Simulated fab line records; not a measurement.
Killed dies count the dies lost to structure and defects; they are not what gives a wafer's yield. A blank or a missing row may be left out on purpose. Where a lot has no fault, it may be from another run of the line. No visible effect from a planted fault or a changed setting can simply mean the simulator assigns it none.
Which of the tools did it? -- flow n5-finfet -- 11 lots with 26 wafers sampled at 5 steps, on a route of 1938 steps

WHAT EACH GAUGE READ, for each wafer
N5_BEOL_M4_RC_MEAS_101.
lot,measured,on,DIBL_N (mV/V)
L663,day 7 17:21,prober-01,40.3 36.7 37.4
L664,day 8 02:11,prober-02,37.0 38.1
L665,day 8 05:43,prober-01,34.7 38.8
L666,day 8 13:19,prober-01,36.9 37.5
L667,day 8 14:33,prober-02,36.5 37.0 39.3
L669,day 9 10:41,prober-02,37.3 39.1 34.8
L671,day 10 00:06,prober-02,34.7 42.7
L673,day 10 09:12,prober-01,33.9 38.4
L674,day 10 12:13,prober-01,37.1 37.0 36.0
L675,day 11 04:28,prober-01,37.6 36.7
L685,day 13 17:25,prober-01,39.4 34.4

WHICH TOOL RAN EACH LOT (tool, then ch and the chambers of the sampled wafers, then the start)
lot,N5_BEOL_M0_SAQP_ETCH_102,N5_BEOL_M0_SAQP_ETCH_107,N5_BEOL_M0_SAQP_RECESS_109,N5_BEOL_M0_SAQP_MANDREL2_REMOVE_110
L663,"rie-si-01 ch 0,1,3, day 5 14:03","rie-diel-03 ch 0,3, day 5 14:40","vapor-etch-01 ch 1, day 5 14:46","rie-si-02 ch 2,3, day 5 15:33"
L664,"rie-si-02 ch 3, day 5 20:10","rie-diel-01 ch 0,3, day 5 20:56","vapor-etch-01 ch 1, day 5 21:02","rie-si-06 ch 1,2, day 5 23:20"
L665,"rie-si-01 ch 1,3, day 6 03:37","rie-diel-01 ch 1,2, day 6 04:24","vapor-etch-02 ch 1, day 6 04:30","rie-si-06 ch 2,3, day 6 05:44"
L666,"rie-si-02 ch 2,3, day 6 10:19","rie-diel-02 ch 1,3, day 6 10:56","vapor-etch-02 ch 0,1, day 6 11:02","rie-si-06 ch 1,3, day 6 11:53"
L667,"rie-si-06 ch 1,2,3, day 6 13:32","rie-diel-02 ch 2,3, day 6 14:09","vapor-etch-02 ch 0, day 6 14:15","rie-si-06 ch 0,2,3, day 6 15:08"
L669,"rie-si-01 ch 0,2,3, day 7 00:16","rie-diel-03 ch 0,1,2, day 7 00:53","vapor-etch-02 ch 0,1, day 7 00:59","rie-si-02 ch 1,2,3, day 7 02:01"
L671,"rie-si-06 ch 0,3, day 7 14:40","rie-diel-01 ch 0,3, day 7 15:17","vapor-etch-02 ch 0,1, day 7 15:23","rie-si-02 ch 1,2, day 7 16:15"
L673,"rie-si-02 ch 1,3, day 8 04:38","rie-diel-03 ch 2,3, day 8 05:22","vapor-etch-02 ch 0, day 8 05:41","rie-si-01 ch 3, day 8 06:29"
L674,"rie-si-02 ch 1,2, day 8 09:38","rie-diel-02 ch 1,2, day 8 10:19","vapor-etch-02 ch 0,1, day 8 10:25","rie-si-01 ch 0,2,3, day 8 11:21"
L675,"rie-si-02 ch 1,3, day 8 17:56","rie-diel-01 ch 1,2, day 8 19:33","vapor-etch-02 ch 0,1, day 8 19:39","rie-si-06 ch 0,2, day 8 21:40"
L685,"rie-si-02 ch 0,3, day 11 03:35","rie-diel-01 ch 0,1, day 11 04:14","vapor-etch-02 ch 1, day 11 04:20","rie-si-06 ch 1,2, day 11 05:20"
- N5_BEOL_M0_SAQP_ETCH_102: etches SiO2 in CF4, target depth 4 nm, time 4.4 s.
- N5_BEOL_M0_SAQP_ETCH_107: etches SiNx in CH3F/O2, target depth 30 nm.
- N5_BEOL_M0_SAQP_RECESS_109: chemistry HF/NH3, target SiO2, target depth 3 nm, afs cycles 1, sublimation time 60 s.
- N5_BEOL_M0_SAQP_MANDREL2_REMOVE_110: chemistry HBr/Cl2/O2, target a-Si, stops on SiCN, bt time 10 s.

THE ANSWER, worked out from the rows above alone
Rule: what is usual is taken from the lots themselves. The widest of any qualifying gaps counts: lots, ordered by their means at a reading, are off when they make up no more than a third of the lots, leave a main group of 4 or more, and stand apart from it by 3 or more times the standard deviation of that group's means. The tables above print the reading to a certain number of digits; a main group whose means all agree to those digits is not used. A lot without any number at a reading at which 4 lots or more have one is off too. Any other lot the step has rows for is counted as sound.
No lot is off on any of the readings shown, so nothing can be concluded from this.

WHAT HAD BEEN PUT IN BY THE SIMULATOR
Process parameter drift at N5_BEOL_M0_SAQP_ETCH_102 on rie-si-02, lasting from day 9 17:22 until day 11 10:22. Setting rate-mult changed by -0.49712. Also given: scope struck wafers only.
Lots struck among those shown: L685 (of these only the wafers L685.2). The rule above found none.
